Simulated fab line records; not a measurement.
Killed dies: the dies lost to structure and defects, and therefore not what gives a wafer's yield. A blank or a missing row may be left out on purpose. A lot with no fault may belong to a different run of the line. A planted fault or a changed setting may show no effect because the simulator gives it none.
Split-lot study ; flow n5_finfet ; 21 wafers read across 7 lots, on a route 1938 steps long

== ABOUT THE SPLIT ==
At N5_BEOL_M13_EXPOSE_25 (exposes mask M13, target cd 210 nm), the setting dose_mj was moved away from the recipe's 22 on 7 of the 21 wafers read, by -6.0% to +6.8%. For the rest of the wafers, this setting stayed at what the recipe calls for.

== FROM THE SPLIT TO THE READING: what the file shows between them, 3 steps ==
- N5_BEOL_M13_PEB_26: peb time 90 s
- N5_BEOL_M13_DEVELOP_27: develop time 45 s
- N5_BEOL_M13_HARDBAKE_32: time 120 s

== THE READING ==
At N5_BEOL_M13_CD_MEAS_28: cd_nm in nanometres, against a target cd of 209.5 nm. Typical for fault-free wafers on this fab line: 209.2 nm, with standard deviation 0.83 nm.

wafer;tool, chamber at the split;dose_mj as run;against the recipe;cd_nm, nm;against lot-mates on the recipe
L083.3;krf_scanner-01, 0;22;recipe;208.9;-
L083.4;krf_scanner-01, 0;22;recipe;208.8;-
L083.5;krf_scanner-01, 0;22;recipe;208.8;-
L086.1;krf_scanner-02, 0;22;recipe;208.0;-
L086.2;krf_scanner-02, 0;21.35;-3.0%;206.2;-2.9
L086.5;krf_scanner-02, 0;22;recipe;210.2;-
L087.1;krf_scanner-01, 0;23.46;+6.6%;214.0;+5.3
L087.2;krf_scanner-01, 0;22;recipe;208.7;-
L087.6;krf_scanner-01, 0;23.46;+6.6%;214.1;+5.4
L089.3;krf_scanner-01, 0;22;recipe;208.4;-
L089.5;krf_scanner-01, 0;22;recipe;208.8;-
L089.6;krf_scanner-01, 0;22;recipe;207.9;-
L090.2;krf_scanner-02, 0;20.68;-6.0%;202.6;-6.5
L090.3;krf_scanner-02, 0;22;recipe;208.9;-
L090.6;krf_scanner-02, 0;22;recipe;209.2;-
L092.1;krf_scanner-01, 0;22;recipe;208.1;-
L092.2;krf_scanner-01, 0;22.67;+3.0%;211.8;+3.7
L092.5;krf_scanner-01, 0;22.67;+3.0%;212.1;+4.0
L096.1;krf_scanner-01, 0;23.5;+6.8%;217.0;+7.3
L096.3;krf_scanner-01, 0;22;recipe;210.4;-
L096.5;krf_scanner-01, 0;22;recipe;208.9;-

FIT RESULTS
A straight line over all 21 wafers: cd_nm changes by +0.956 nm for each +1% of dose_mj; r = +0.96; the points scatter about the line by 0.81 nm.
The same after taking each lot's own level away (the mean of its wafers on the recipe; 21 wafers): +0.971 nm for each +1%; r = +0.98; scatter 0.69 nm.
On that fit, the largest move of dose_mj shifts the reading by 6.6 nm.
Measured against the standard deviation above, the lots' own levels, which go from 208.10 to 209.65 nm, span 1.9 times it.
Hence the lot-to-lot level has little effect on the slope; both slopes agree.
Check: with one of the wafers moved furthest among these (+6.8%) left out of the fit, the line predicts +6.37 nm for it against its lot-mates. Against them it came out at +7.35 nm.

== THE OTHER SPLITS THESE WAFERS WENT THROUGH ==
Before the reading, these wafers also passed through other splits. Each is held against what the fit with the lots' levels taken away leaves over:
other split on the same wafers;wafers away from the commonest value;r with cd_nm (lot level and that fit taken away)
N5_BEOL_M13_ILD_DEP_00 time_s;9;-0.27
N5_BEOL_M13_COAT_58 spin_rpm;5;-0.20

== THE WHOLE CHAIN: every reading that the file lists as answering this split, in the file's order ==
step;what it does;reading;change (the file's fit);r (the file's)
N5_BEOL_M13_CD_MEAS_28;target cd 209.5 nm;cd_nm;+1 nm for each +1% of the setting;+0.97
N5_BEOL_M13_DESCUM_33;chemistry O2, time 7.9 s;BEOL_M13.cd_nm (the simulator's own value, which no gauge read);+1.02 nm for each +1% of the setting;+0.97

== THE FILE'S OWN FIT ==
cd_nm changes by +1 nm for each +1% of dose_mj, r = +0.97.
